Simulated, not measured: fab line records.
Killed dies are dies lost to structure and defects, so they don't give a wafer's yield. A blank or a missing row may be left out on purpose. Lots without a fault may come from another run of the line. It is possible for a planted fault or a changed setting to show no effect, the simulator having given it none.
A lot that was struck, set against a sound lot	flow n5_finfet	37 steps out of a route of 1938
Sound: wafers L286.2, L286.5, L286.6. Wafers struck: L299.4, L299.6. The cause is named last.
For every step that has rows: the tool of each side, followed by ch and its chambers, followed by its first start. Under that, the readings that differ: sound wafers	struck wafers	difference of the means	sigmas: that difference in standard deviations of wafers without a fault.
alike: readings whose means differ by less than 2 such deviations, and words and numbers that are the same on both sides. not compared: withheld readings, readings that some wafer has no value for, bounds like >300 that may hide the same value, and numbers for which the record gives no deviation and whose values overlap.
The two part at a step that has a row with sigmas, a row that says differs or no value, or rows on one side only. When numbers do not overlap yet have no deviation, they are printed without sigmas and do not part them. Lack of a reading on every wafer of one side parts them only where that side has two or more wafers.

first, 9 steps without rows for these wafers: N5_BEOL_M10_PEB_26 (peb time 60 s); N5_BEOL_M10_DEVELOP_27 (develop time 30 s); N5_BEOL_M10_DESCUM_33 (chemistry O2, time 7.9 s); N5_BEOL_M10_ETCH_65 (etches SiARC in CF4, target depth 39 nm, time 65 s); N5_BEOL_M10_ETCH_66 (etches SOC in N2/H2, target depth 120 nm, overetch 24 nm, time 180 s); N5_BEOL_M10_STRIP_69 (strips in N2/H2); N5_BEOL_M10_VIA_ETCH_34 (etches SiCOH lowk in C4F6/O2, target depth 184.5 nm, time 69.2 s); N5_BEOL_M10_STRIP_73 (strips in C4F6/O2); N5_BEOL_M10_STRIP_36 (strips in N2/H2).
N5_BEOL_M10_TRENCH_ETCH_37: etches SiCOH lowk in C4F6/O2, target depth 148.83 nm, time 48 s.
  sound on rie_diel-04 ch 0,1,3, day 14 09:31; struck on rie_diel-04 ch 1,2, day 17 18:48
reading	sound	struck	difference	sigmas
model.BEOL_M10.feature_depth_nm (nm)	147.6 148.2 142.4	129.6 131.6	-15.5	
model.etch.depth_nm (nm)	147.5 148.2 142.5	129.6 131.6	-15.5	
  alike: O2_flow_sccm, drypump_motor_current_A, oes_product_au, rf_vpp_V, showerhead_plenum_p_Torr, throttle_valve_pct
  not compared: rf_hours_counter_h, model.TiN_of_BEOL_M10_HM_DEP_02.thk_nm
then, 2 steps without rows for these wafers: N5_BEOL_M10_ETCH_41 (etches SiCN in CH3F/O2, target depth 42.6 nm, time 86 s); N5_BEOL_M10_STRIP_77 (strips in N2/H2, time 10 s).
N5_BEOL_M10_OCD_MEAS_38:
  sound on ocd-02 at day 14 09:43; struck on ocd-01 at day 17 18:59
reading	sound	struck	difference	sigmas
trench_depth_nm (nm)	147.5 148.0 142.5	129.6 131.8	-15.3	-6
then, 13 steps without rows for these wafers: N5_BEOL_M10_HM_STRIP_39 (strips TiN in peroxide tin strip, target depth 25 nm, time 158 s); N5_BEOL_M10_SRD_40 (time 30 s); N5_BEOL_M10_PRECLEAN_42 (cleans in residue remover, time 60 s); N5_BEOL_M10_SRD_43 (time 30 s); N5_BEOL_M10_CURE_72 (cures SiCOH lowk, time 120 s); N5_BEOL_M10_DEGAS_44 (time 60 s); N5_BEOL_M10_PRE_CLEAN_45 (time 30 s); N5_BEOL_M10_ALD_74 (deposits TaN, target thk 2 nm, pulse time 2 s, purge time 3 s); N5_BEOL_M10_SURFACE_TREAT_76; N5_BEOL_M10_CVD_75 (deposits Co from CCTBA/H2, target thk 2 nm, time 138.9 s); N5_BEOL_M10_SPUTTER_48 (material Cu, target thk 12 nm, time 2 s); N5_BEOL_M10_ECD_50 (material Cu, target thk 318 nm); N5_BEOL_M10_ANNEAL_51 (time 90 s).
N5_BEOL_M10_CMP_52: polishes, stops on SiCOH lowk, t overpolish 7 s, target thk 140 nm.
  sound on cmp-02 ch 0,1,2, day 14 12:03; struck on cmp-01 ch 1, day 17 21:52
reading	sound	struck	difference	sigmas
model.Cu_of_BEOL_M10_ECD_50.thk_nm (nm)	138.4 138.6 133.8	119.6 121.8	-16.2	
  alike: barrier_field_endpoint_s, motor_current_A, overpolish_run_s, time_to_endpoint_s
N5_BEOL_M10_THK_MEAS_53: measures by xrf.
  sound on film_metro-01 at day 14 12:14; struck on film_metro-02 at day 17 22:10
reading	sound	struck	difference	sigmas
M10_THK (nm)	138.7 138.7 133.4	118.8 120.4	-17.3	-6
then, 2 steps without rows for these wafers: N5_BEOL_M10_PRE_CLEAN_55 (time 15 s); N5_BEOL_M10_DEP_56 (deposits SiCN from 3MS/NH3, target thk 15 nm, time 26.5 s).
N5_BEOL_M10_RS_MEAS_57: a four-point-probe measurement.
  sound on film_metro-01 at day 14 12:23; struck on film_metro-01 at day 17 22:20
reading	sound	struck	difference	sigmas
M10_RS (ohm/sq)	0.153 0.153 0.158	0.179 0.176	+0.023	+7
then, 5 steps without rows for these wafers: N5_BEOL_M11_ILD_DEP_00 (deposits SiCOH lowk from DEMS/porogen, target thk 308.51 nm, time 58 s); N5_BEOL_M11_CURE_71 (cures SiCOH lowk, time 240 s); N5_BEOL_M11_PECVD_70 (deposits SiO2 from TEOS/O2, target thk 20 nm, time 22.7 s); N5_BEOL_M11_HM_DEP_02 (deposits TiN, target thk 20 nm); N5_BEOL_M11_COAT_59 (time 60 s, resist thk 100 nm).
N5_BEOL_M15_RC_MEAS_101:
  sound on prober-02 ch 0, day 16 02:19; struck on prober-02 ch 0, day 19 09:19
reading	sound	struck	difference	sigmas
SERP_M10 (ohm/um)	3.10 3.14 3.21	3.69 3.60	+0.50	+6
SERP_M10_max_site (ohm/um)	3.20 3.24 3.29	3.87 3.77	+0.58	+6
SERP_M11 (ohm/um)	3.23 3.12 3.17	3.03 2.96	-0.18	-2
SERP_M12 (ohm/um)	0.609 0.598 0.600	0.678 0.628	+0.051	+3
  alike: etest_temp_c, COMB_M10, COMB_M11, COMB_M12, COMB_M13, COMB_M13_max_site, COMB_M14, COMB_M15, COMB_M5, COMB_M6, COMB_M7, COMB_M8, COMB_M8_max_site, COMB_M9, SERP_M13, SERP_M14, SERP_M14_max_site, SERP_M5, SERP_M6, SERP_M7, SERP_M8, SERP_M9

## WHERE THEY PART
First at N5_BEOL_M10_OCD_MEAS_38; last, within this record, at N5_BEOL_M15_RC_MEAS_101.

WHY: whatever the simulator had introduced
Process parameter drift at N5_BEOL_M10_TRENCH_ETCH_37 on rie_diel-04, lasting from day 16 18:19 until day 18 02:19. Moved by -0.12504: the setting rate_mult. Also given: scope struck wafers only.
